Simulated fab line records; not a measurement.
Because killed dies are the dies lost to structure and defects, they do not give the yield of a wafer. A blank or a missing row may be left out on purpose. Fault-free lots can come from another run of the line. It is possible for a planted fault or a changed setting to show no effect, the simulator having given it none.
fab line records | flow nand-harc
record: lots: 13 | wafers: 39 | last-day: 33
route steps=1302 shown P_ZERO_WELL@17 P_STI@80
lots untouched by any fault: they come from a run of this same line in which no faults occurred
start-h: the number of hours between the record's first day and the start of the first shown wafer of the lot | wait-h: hours since the lot's step before | " the same as in the row above | L1.1+2: a single row standing in for several wafers | - no value, or no start given | * or withheld: withheld | < > ~ a bound
route shown NAME@n: a module of which the file shows steps, and the number in the route of the first | usual: the fault-free wafers' mean and standard deviation | same: alike in all rows | chamber/n: place in a boat | sites: readings site by site | _std_site: their standard deviation | _edge_site: outer sites' mean less inner sites' | radius-mm: for every site, how far away it sits from the centre of the wafer | mask NAME#n: copy n | behind: tool/chamber where the wafer was last shaped | hold: why the lot was held/for how many hours/how that ended | device: names the non-switching transistor (n, p or np) | end of line: the same wafers' tests at the end of the route | step lacking rows: just its recipe | killed: dies that structure and defects cost at the first sort, which is not the same as the wafer's yield | map: a wafer's dies, marking killed ones x, the rest . and places with no die _
set.NAME: the setting that was run; set.NAME@STEP: the one run at that earlier step | model.NAME: the simulator's own value behind a step, which no gauge read
one table for each step of the route and one row for each wafer, over a sample of lots
services: the hour from which a tool's chamber was out of use, counted from the record's first day as start-h (under 0 if before that day), plus the number of hours and why
== steps ==
step: NHARC_P_ZERO_WELL_ETCH_65
recipe: target-depth-a: 800 | overetch-a: 240 | time-s: 87.88 | ion-energy-ev: 200 | n2-flow-sccm: 150 | h2-flow-sccm: 150 | ar-flow-sccm: 0 | rf-w: 400 | bias-w: 150 | chemistry: N2/H2
usual: drypump-motor-current-A: 5.6/0.64 | oes-product-au: 0.997/0.013 | rf-vpp-V: 431.0/2 | showerhead-plenum-p-Torr: 2.06/0.071 | throttle-valve-pct: 14.170/0.0097
same: time-s: 87.88
lot.wafer | tool        | chamber | start-h | wait-h | drypump-motor-current-A | oes-product-au | rf-hours-counter-h | rf-vpp-V | showerhead-plenum-p-Torr | throttle-valve-pct
L877.3    | rie-diel-11 | 0       | 21.50   | 0.1    | 5.1                     | 0.972          | 34                 | 430.9    | 2.06                     | 14.168
L877.2    | "           | 1       | "       | "      | 6.3                     | 1.006          | 32                 | 430.1    | 2.02                     | 14.178
L877.4    | "           | 0       | "       | "      | 5.1                     | 0.981          | -                  | 430.8    | 2.06                     | 14.169
L879.3    | rie-diel-11 | 2       | 41.59   | 0.1    | 6.5                     | 0.982          | 35                 | 432.6    | 2.08                     | 14.175
L879.1    | "           | 0       | "       | "      | 5.2                     | 0.976          | 40                 | 431.0    | 2.06                     | 14.174
L879.5    | "           | 3       | "       | "      | 4.8                     | 1.003          | -                  | 427.5    | 1.94                     | 14.170
L880.4    | rie-diel-13 | 0       | 51.37   | 0.1    | 5.6                     | 0.983          | 18                 | 430.0    | 2.06                     | 14.189
L880.1    | "           | 1       | "       | "      | 4.9                     | 0.999          | 16                 | 432.9    | 2.11                     | 14.173
L880.3    | "           | 2       | "       | "      | 6.3                     | 1.000          | 22                 | 431.7    | 2.11                     | 14.175
L881.3    | rie-diel-11 | 0       | 61.49   | 0.1    | 5.1                     | 0.994          | 45                 | 432.7    | 2.05                     | 14.182
L881.1    | "           | 2       | "       | "      | 6.5                     | 0.976          | 41                 | 431.6    | 2.08                     | 14.179
L881.6    | "           | 3       | "       | "      | 4.8                     | 0.993          | -                  | 428.0    | 1.94                     | 14.177
L882.3    | rie-diel-09 | 1       | 71.45   | 0.1    | 6.4                     | 1.003          | 27                 | 434.7    | 2.21                     | 14.166
L882.4    | "           | 2       | "       | "      | 6.5                     | 1.000          | 31                 | 429.3    | 2.01                     | 14.166
L882.6    | "           | 1       | "       | "      | 6.5                     | 1.007          | -                  | 435.5    | 2.21                     | 14.161
L883.2    | rie-diel-09 | 2       | 81.49   | 0.1    | 6.5                     | 0.997          | 33                 | 429.8    | 2.00                     | 14.169
L883.4    | "           | 0       | "       | "      | 5.2                     | 1.003          | 32                 | 431.0    | 2.03                     | 14.166
L883.5    | "           | 2       | "       | "      | 6.4                     | 1.005          | -                  | 429.6    | 2.00                     | 14.168
L884.4    | rie-diel-09 | 3       | 91.57   | 0.2    | 5.0                     | 1.022          | 35                 | 432.7    | 2.00                     | 14.154
L884.1    | "           | 0       | "       | "      | 5.2                     | 0.990          | 34                 | 430.1    | 2.03                     | 14.173
L884.3    | "           | 2       | "       | "      | 6.5                     | 0.994          | 36                 | 430.3    | 2.00                     | 14.164
L886.4    | rie-diel-13 | 0       | 111.96  | 0.2    | 5.6                     | 0.979          | 39                 | 431.8    | 2.06                     | 14.181
L886.2    | "           | 2       | "       | "      | 6.3                     | 0.992          | 38                 | 433.6    | 2.10                     | 14.164
L886.5    | "           | 3       | "       | "      | 5.3                     | 1.010          | -                  | 433.8    | 2.15                     | 14.168
L887.4    | rie-diel-13 | 2       | 121.48  | 0.1    | 6.3                     | 0.989          | 44                 | 430.8    | 2.10                     | 14.159
L887.3    | "           | 3       | "       | "      | 5.3                     | 1.020          | 46                 | 431.8    | 2.14                     | 14.148
L887.1    | "           | 0       | "       | "      | 5.6                     | 0.988          | 42                 | 430.1    | 2.05                     | 14.161
L888.4    | rie-diel-13 | 3       | 131.49  | 0.1    | 5.3                     | 1.012          | 49                 | 434.6    | 2.14                     | 14.174
L888.5    | "           | 2       | "       | "      | 6.3                     | 0.991          | -                  | 431.3    | 2.10                     | 14.173
L888.6    | "           | 3       | "       | "      | 5.3                     | 1.010          | -                  | 433.6    | 2.14                     | 14.185
L889.2    | rie-diel-11 | 0       | 141.36  | 0.1    | 5.1                     | 1.001          | 19                 | 431.0    | 2.04                     | 14.178
L889.1    | "           | 1       | "       | "      | 6.3                     | 0.994          | 17                 | 430.0    | 2.01                     | 14.165
L889.4    | "           | 2       | "       | "      | 6.5                     | 0.977          | 15                 | 432.4    | 2.07                     | 14.188
L899.2    | rie-diel-09 | 2       | 241.48  | 0.1    | 6.5                     | 1.015          | 25                 | 427.8    | 1.99                     | 14.179
L899.1    | "           | 3       | "       | "      | 5.0                     | 1.002          | 26                 | 430.7    | 1.99                     | 14.184
L899.5    | "           | 1       | "       | "      | 6.5                     | 1.003          | -                  | 433.9    | 2.19                     | 14.168
L900.2    | rie-diel-09 | 2       | 251.49  | 0.1    | 6.5                     | 1.003          | 29                 | 428.7    | 1.99                     | 14.170
L900.3    | "           | 0       | "       | "      | 5.2                     | 0.998          | 27                 | 430.3    | 2.02                     | 14.167
L900.4    | "           | 1       | "       | "      | 6.5                     | 1.002          | 30                 | 434.4    | 2.19                     | 14.179
step: NHARC_P_ZERO_WELL_DESCUM_54
recipe: time-s: 3 | o2-flow-sccm: 200 | ar-flow-sccm: 0 | bias-power-w: 0 | chemistry: O2
usual: drypump-motor-current-A: 5.6/0.62 | oes-product-au: 0.997/0.012 | rf-vpp-V: 57.9/0.91 | showerhead-plenum-p-Torr: 1.94/0.059 | throttle-valve-pct: 11.311/0.0095
same: time-s: 3
lot.wafer | tool        | chamber | start-h | wait-h | drypump-motor-current-A | oes-product-au | rf-hours-counter-h | rf-vpp-V | showerhead-plenum-p-Torr | throttle-valve-pct
L877.2    | rie-diel-09 | 1       | 26.10   | -      | 6.4                     | 0.999          | 13                 | 59.1     | 2.07                     | 11.317
L877.4    | "           | 2       | "       | "      | 6.5                     | 1.018          | 16                 | 57.7     | 1.89                     | 11.316
L877.3    | "           | 0       | "       | "      | 5.2                     | 0.996          | 13                 | 58.2     | 1.91                     | 11.302
L879.1    | rie-diel-11 | 3       | 45.90   | -      | 4.8                     | 0.989          | 43                 | 57.2     | 1.82                     | 11.313
L879.3    | "           | 0       | "       | "      | 5.1                     | 0.974          | 42                 | 56.3     | 1.93                     | 11.312
L879.5    | "           | 3       | "       | "      | 4.8                     | 0.999          | -                  | 56.8     | 1.82                     | 11.300
L880.4    | rie-diel-13 | 2       | 55.92   | -      | 6.3                     | 0.991          | 23                 | 58.7     | 1.98                     | 11.305
L880.3    | "           | 3       | "       | "      | 5.3                     | 0.997          | 24                 | 58.9     | 2.02                     | 11.296
L880.1    | "           | 0       | "       | "      | 5.6                     | 0.982          | 19                 | 57.5     | 1.93                     | 11.307
L881.3    | rie-diel-09 | 1       | 66.16   | -      | 6.5                     | 1.009          | 25                 | 58.2     | 2.07                     | 11.299
L881.1    | "           | 2       | "       | "      | 6.5                     | 1.008          | 29                 | 57.1     | 1.88                     | 11.308
L881.6    | "           | 0       | "       | "      | 5.2                     | 0.995          | -                  | 58.7     | 1.91                     | 11.307
L882.3    | rie-diel-13 | 1       | 75.89   | -      | 5.0                     | 0.993          | 26                 | 56.8     | 1.97                     | 11.307
L882.4    | "           | 2       | "       | "      | 6.3                     | 0.995          | 29                 | 57.4     | 1.97                     | 11.305
L882.6    | "           | 3       | "       | "      | 5.4                     | 1.008          | -                  | 58.0     | 2.01                     | 11.308
L883.4    | rie-diel-13 | 3       | 85.72   | -      | 5.4                     | 1.001          | 34                 | 57.9     | 2.01                     | 11.325
L883.2    | "           | 0       | "       | "      | 5.6                     | 0.999          | 30                 | 57.8     | 1.93                     | 11.308
L883.5    | "           | 2       | "       | "      | 6.3                     | 0.993          | -                  | 56.7     | 1.97                     | 11.322
L884.3    | rie-diel-11 | 1       | 99.96   | -      | 6.3                     | 1.003          | 3                  | 56.9     | 1.89                     | 11.316
L884.1    | "           | 2       | "       | "      | 6.5                     | 0.978          | 4                  | 58.6     | 1.94                     | 11.322
L884.4    | "           | 3       | "       | "      | 4.8                     | 0.998          | 6                  | 57.3     | 1.81                     | 11.319
L886.4    | rie-diel-09 | 3       | 116.59  | -      | 5.0                     | 1.026          | 45                 | 57.2     | 1.88                     | 11.317
L886.2    | "           | 2       | "       | "      | 6.5                     | 1.010          | 40                 | 59.3     | 1.88                     | 11.316
L886.5    | "           | 0       | "       | "      | 5.2                     | 0.993          | -                  | 57.3     | 1.90                     | 11.317
L887.4    | rie-diel-13 | 0       | 125.83  | -      | 5.6                     | 0.989          | 43                 | 56.8     | 1.93                     | 11.328
L887.3    | "           | 1       | "       | "      | 5.0                     | 0.991          | 40                 | 58.9     | 1.97                     | 11.316
L887.1    | "           | 2       | "       | "      | 6.3                     | 0.996          | 44                 | 59.2     | 1.97                     | 11.307
L888.4    | rie-diel-13 | 2       | 135.81  | -      | 6.3                     | 0.999          | 47                 | 59.2     | 1.97                     | 11.304
L888.6    | "           | 0       | "       | "      | 5.6                     | 0.979          | -                  | 57.6     | 1.93                     | 11.303
L888.5    | "           | 1       | "       | "      | 5.0                     | 0.995          | -                  | 57.8     | 1.96                     | 11.285
L889.4    | rie-diel-11 | 1       | 145.84  | -      | 6.3                     | 0.996          | 18                 | 58.5     | 1.88                     | 11.334
L889.2    | "           | 3       | "       | "      | 4.8                     | 1.002          | 18                 | 57.9     | 1.81                     | 11.309
L889.1    | "           | 0       | "       | "      | 5.1                     | 0.999          | 20                 | 55.4     | 1.92                     | 11.324
L899.2    | rie-diel-13 | 0       | 246.02  | -      | 5.6                     | 0.992          | 23                 | 56.7     | 1.91                     | 11.323
L899.1    | "           | 2       | "       | "      | 6.3                     | 0.983          | 25                 | 57.9     | 1.96                     | 11.313
L899.5    | "           | 0       | "       | "      | 5.6                     | 0.995          | -                  | 58.6     | 1.91                     | 11.312
L900.3    | rie-diel-13 | 3       | 255.68  | -      | 5.3                     | 1.005          | 22                 | 58.2     | 1.99                     | 11.331
L900.2    | "           | 1       | "       | "      | 5.0                     | 1.021          | 25                 | 58.7     | 1.95                     | 11.305
L900.4    | "           | 2       | "       | "      | 6.3                     | 1.010          | 27                 | 57.4     | 1.96                     | 11.317
step: NHARC_P_ZERO_WELL_INSPECT_43
usual: raw-defect-count: 13/6.7
lot.wafer | tool              | chamber | start-h | wait-h | raw-defect-count
L877.2    | defect-inspect-01 | -       | 27.76   | 0.5    | 4
L877.3    | "                 | -       | "       | "      | 11
L877.4    | "                 | -       | "       | "      | 3
L879.1    | defect-inspect-02 | -       | 47.58   | 0.6    | 17
L879.3    | "                 | -       | "       | "      | 12
L879.5    | "                 | -       | "       | "      | 13
L880.1    | defect-inspect-01 | -       | 57.58   | 0.6    | 10
L880.3    | "                 | -       | "       | "      | 8
L880.4    | "                 | -       | "       | "      | 18
L881.1    | defect-inspect-01 | -       | 67.88   | 0.6    | 8
L881.3    | "                 | -       | "       | "      | 6
L881.6    | "                 | -       | "       | "      | 31
L882.3    | defect-inspect-01 | -       | 78.17   | 0.7    | 15
L882.4    | "                 | -       | "       | "      | 17
L882.6    | "                 | -       | "       | "      | 15
L883.2    | defect-inspect-02 | -       | 87.42   | 0.5    | 10
L883.4    | "                 | -       | "       | "      | 17
L883.5    | "                 | -       | "       | "      | 26
L884.1    | defect-inspect-02 | -       | 101.63  | 0.6    | 11
L884.3    | "                 | -       | "       | "      | 3
L884.4    | "                 | -       | "       | "      | 12
L886.2    | defect-inspect-02 | -       | 118.24  | 0.5    | 5
L886.4    | "                 | -       | "       | "      | 10
L886.5    | "                 | -       | "       | "      | 14
L887.1    | defect-inspect-02 | -       | 127.48  | 0.6    | 10
L887.3    | "                 | -       | "       | "      | 9
L887.4    | "                 | -       | "       | "      | 15
L888.4    | defect-inspect-01 | -       | 137.45  | 0.2    | 10
L888.5    | "                 | -       | "       | "      | 9
L888.6    | "                 | -       | "       | "      | 12
L889.1    | defect-inspect-02 | -       | 147.57  | 0.6    | 27
L889.2    | "                 | -       | "       | "      | 18
L889.4    | "                 | -       | "       | "      | 19
L899.1    | defect-inspect-01 | -       | 247.66  | 0.6    | 6
L899.2    | "                 | -       | "       | "      | 6
L899.5    | "                 | -       | "       | "      | 7
L900.2    | defect-inspect-01 | -       | 257.32  | 0.5    | 12
L900.3    | "                 | -       | "       | "      | 17
L900.4    | "                 | -       | "       | "      | 9
step: NHARC_P_STI_EXPOSE_06
recipe: na: 0.55 | target-cd-nm: 200 | dose-mj: 37.69 | mask-id: P_STI
lot.wafer  | tool           | chamber | start-h | wait-h | mask
L877.2+3+4 | krf-scanner-01 | 0       | 49.25   | -      | P_STI#0
L879.1+3+5 | krf-scanner-01 | 0       | 64.28   | -      | P_STI#0
L880.1+3+4 | krf-scanner-03 | 0       | 72.66   | -      | P_STI#0
L881.1+3+6 | krf-scanner-04 | 0       | 82.90   | -      | P_STI#0
L882.3+4+6 | krf-scanner-04 | 0       | 93.81   | -      | P_STI#0
L883.2+4+5 | krf-scanner-03 | 0       | 104.62  | -      | P_STI#0
L884.1+3+4 | krf-scanner-01 | 0       | 117.11  | -      | P_STI#0
L886.2+4+5 | krf-scanner-04 | 0       | 133.80  | -      | P_STI#0
L887.1+3+4 | krf-scanner-03 | 0       | 143.95  | -      | P_STI#0
L888.4+5+6 | krf-scanner-01 | 0       | 155.03  | -      | P_STI#0
L889.1+2+4 | krf-scanner-03 | 0       | 162.49  | -      | P_STI_R1#0
L899.1+2+5 | krf-scanner-03 | 0       | 263.86  | -      | P_STI#0
L900.2+3+4 | krf-scanner-03 | 0       | 272.28  | -      | P_STI#0
step: NHARC_P_STI_CD_MEAS_09
recipe: target-cd-nm: 200 | landing-energy-ev: 500
usual: cd-nm: 200.1/2.5
lot.wafer | tool      | chamber | start-h | wait-h | cd-nm
L877.2    | cd-sem-01 | 0       | 49.40   | -      | 201.6
L877.3    | "         | 0       | "       | "      | 202.0
L877.4    | "         | 0       | "       | "      | 200.2
L879.1    | cd-sem-03 | 0       | 64.43   | -      | 201.5
L879.3    | "         | 0       | "       | "      | 202.2
L879.5    | "         | 0       | "       | "      | 200.0
L880.1    | cd-sem-03 | 0       | 72.82   | -      | 202.4
L880.3    | "         | 0       | "       | "      | 202.6
L880.4    | "         | 0       | "       | "      | 200.5
L881.1    | cd-sem-02 | 0       | 83.05   | -      | 204.1
L881.3    | "         | 0       | "       | "      | 202.3
L881.6    | "         | 0       | "       | "      | 204.0
L882.3    | cd-sem-02 | 0       | 93.95   | -      | 201.5
L882.4    | "         | 0       | "       | "      | 199.6
L882.6    | "         | 0       | "       | "      | 200.8
L883.2    | cd-sem-01 | 0       | 104.77  | -      | 198.6
L883.4    | "         | 0       | "       | "      | 197.0
L883.5    | "         | 0       | "       | "      | 193.5
L884.1    | cd-sem-01 | 0       | 117.26  | -      | 201.1
L884.3    | "         | 0       | "       | "      | 197.4
L884.4    | "         | 0       | "       | "      | 200.4
L886.2    | cd-sem-01 | 0       | 133.95  | -      | 198.1
L886.4    | "         | 0       | "       | "      | 204.1
L886.5    | "         | 0       | "       | "      | 199.6
L887.1    | cd-sem-02 | 0       | 144.11  | -      | 202.6
L887.3    | "         | 0       | "       | "      | 200.1
L887.4    | "         | 0       | "       | "      | 199.1
L888.4    | cd-sem-01 | 0       | 155.18  | -      | 196.8
L888.5    | "         | 0       | "       | "      | 201.5
L888.6    | "         | 0       | "       | "      | 198.2
L889.1    | cd-sem-01 | 0       | 162.64  | -      | 175.2
L889.2    | "         | 0       | "       | "      | 181.2
L889.4    | "         | 0       | "       | "      | 183.8
L899.1    | cd-sem-03 | 0       | 264.01  | -      | 199.7
L899.2    | "         | 0       | "       | "      | 196.3
L899.5    | "         | 0       | "       | "      | 202.4
L900.2    | cd-sem-03 | 0       | 272.42  | -      | 200.6
L900.3    | "         | 0       | "       | "      | 201.5
L900.4    | "         | 0       | "       | "      | 200.1
step: NHARC_P_STI_OCD_MEAS_17
usual: trench-depth-nm: 303/5.6 | trench-foot-cd-nm: 157.7/2.7
lot.wafer | tool   | chamber | start-h | wait-h | trench-depth-nm | trench-foot-cd-nm
L877.2    | ocd-02 | -       | 50.18   | 0.1    | 312             | 158.1
L877.3    | "      | -       | "       | "      | 302             | 159.4
L877.4    | "      | -       | "       | "      | 304             | 157.3
L879.1    | ocd-02 | -       | 65.23   | 0.1    | 299             | 159.7
L879.3    | "      | -       | "       | "      | 297             | 160.8
L879.5    | "      | -       | "       | "      | 302             | 158.4
L880.1    | ocd-01 | -       | 73.86   | 0.1    | 298             | 160.8
L880.3    | "      | -       | "       | "      | 305             | 160.0
L880.4    | "      | -       | "       | "      | 301             | 158.9
L881.1    | ocd-01 | -       | 83.86   | 0.1    | 296             | 162.3
L881.3    | "      | -       | "       | "      | 296             | 160.6
L881.6    | "      | -       | "       | "      | 296             | 163.1
L882.3    | ocd-01 | -       | 94.74   | 0.1    | 307             | 158.4
L882.4    | "      | -       | "       | "      | 305             | 157.5
L882.6    | "      | -       | "       | "      | 296             | 159.8
L883.2    | ocd-02 | -       | 105.56  | 0.1    | 305             | 155.8
L883.4    | "      | -       | "       | "      | 294             | 155.4
L883.5    | "      | -       | "       | "      | 292             | 152.2
L884.1    | ocd-01 | -       | 118.05  | 0.1    | 308             | 158.1
L884.3    | "      | -       | "       | "      | 301             | 154.9
L884.4    | "      | -       | "       | "      | 297             | 159.1
L886.2    | ocd-01 | -       | 134.73  | 0.1    | 313             | 154.2
L886.4    | "      | -       | "       | "      | 303             | 162.0
L886.5    | "      | -       | "       | "      | 313             | 156.2
L887.1    | ocd-02 | -       | 144.89  | 0.1    | 303             | 160.5
L887.3    | "      | -       | "       | "      | 300             | 158.4
L887.4    | "      | -       | "       | "      | 307             | 156.3
L888.4    | ocd-01 | -       | 155.99  | 0.1    | 311             | 152.6
L888.5    | "      | -       | "       | "      | 301             | 159.7
L888.6    | "      | -       | "       | "      | 305             | 155.7
L889.1    | ocd-02 | -       | 163.43  | 0.1    | 306             | 132.0
L889.2    | "      | -       | "       | "      | 304             | 138.5
L889.4    | "      | -       | "       | "      | 293             | 142.5
L899.1    | ocd-02 | -       | 264.80  | 0.1    | 304             | 157.5
L899.2    | "      | -       | "       | "      | 301             | 154.6
L899.5    | "      | -       | "       | "      | 300             | 160.6
L900.2    | ocd-02 | -       | 273.21  | 0.1    | 304             | 157.9
L900.3    | "      | -       | "       | "      | 296             | 160.5
L900.4    | "      | -       | "       | "      | 298             | 158.1
== services ==
tool           | chamber | start-h | hours | kind
rie-diel-11    | 1       | 0.91    | 13.8  | repair
rie-diel-11    | 2       | 9.76    | 16.1  | repair
rie-diel-09    | 1       | 36.39   | 6.8   | repair
krf-scanner-03 | -       | 56.07   | 4.0   | pm
rie-diel-11    | 2       | 71.95   | 15.0  | repair
rie-diel-09    | 0       | 77.55   | 2.0   | repair
rie-diel-11    | -       | 79.52   | 9.0   | pm
rie-diel-09    | 0       | 81.91   | 2.7   | repair
krf-scanner-03 | -       | 84.92   | 7.5   | repair
rie-diel-09    | 2       | 106.37  | 2.3   | repair
rie-diel-09    | 0       | 107.22  | 8.7   | repair
rie-diel-09    | 3       | 124.89  | 2.8   | repair
rie-diel-09    | 2       | 127.93  | 1.3   | repair
rie-diel-09    | 1       | 137.16  | 15.2  | repair
rie-diel-09    | 3       | 142.93  | 8.4   | repair
rie-diel-09    | -       | 143.14  | 9.0   | pm
rie-diel-13    | -       | 166.03  | 9.0   | pm
rie-diel-11    | 2       | 176.03  | 8.5   | repair
rie-diel-09    | -       | 183.76  | 1.0   | repair
rie-diel-13    | 3       | 215.65  | 11.6  | repair
rie-diel-09    | -       | 216.20  | 0.2   | repair
krf-scanner-03 | -       | 228.07  | 4.0   | pm
rie-diel-11    | -       | 256.52  | 9.0   | pm
rie-diel-09    | -       | 265.21  | 0.2   | repair
== key ==
first-sign: step: NHARC_P_STI_EXPOSE_06 | reading: mask | direction: changed
effect: step: NHARC_P_STI_CD_MEAS_09 | reading: cd-nm | direction: down | sigmas: 7.9 | usual: 200.1 | struck: 180.1
effect: step: NHARC_P_STI_OCD_MEAS_17 | reading: trench-foot-cd-nm | direction: down | sigmas: 7.3 | usual: 157.7 | struck: 137.7
met-at NHARC_P_STI_EXPOSE_06
struck-lots L889
sort-left-out L889.1,L889.2,L889.4
tester-left-out L889
not-acting-at NHARC_P_ZERO_WELL_ETCH_65,NHARC_P_ZERO_WELL_DESCUM_54,NHARC_P_ZERO_WELL_INSPECT_43
onset-between 143.95 162.49
fault: kind: wrong-mask | tool: any | chamber: - | onset-h: 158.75 | steps: NHARC_P_STI_EXPOSE_06 | aux-copy: P_STI_R1#0 | cd-offset-nm: -18.344 | scope: struck-lots-only
tester-left-out: of these lots the tester's yield and bins aren't shown, on N5 and GAA mostly nor the transistor test; their killed dies are dies lost to structure and defects alone, not to doping, threshold or leakage, so they don't give the yield
sort-left-out: the simulated sort isn't trusted on such a fault, so these wafers' sort isn't shown, and their yield isn't known
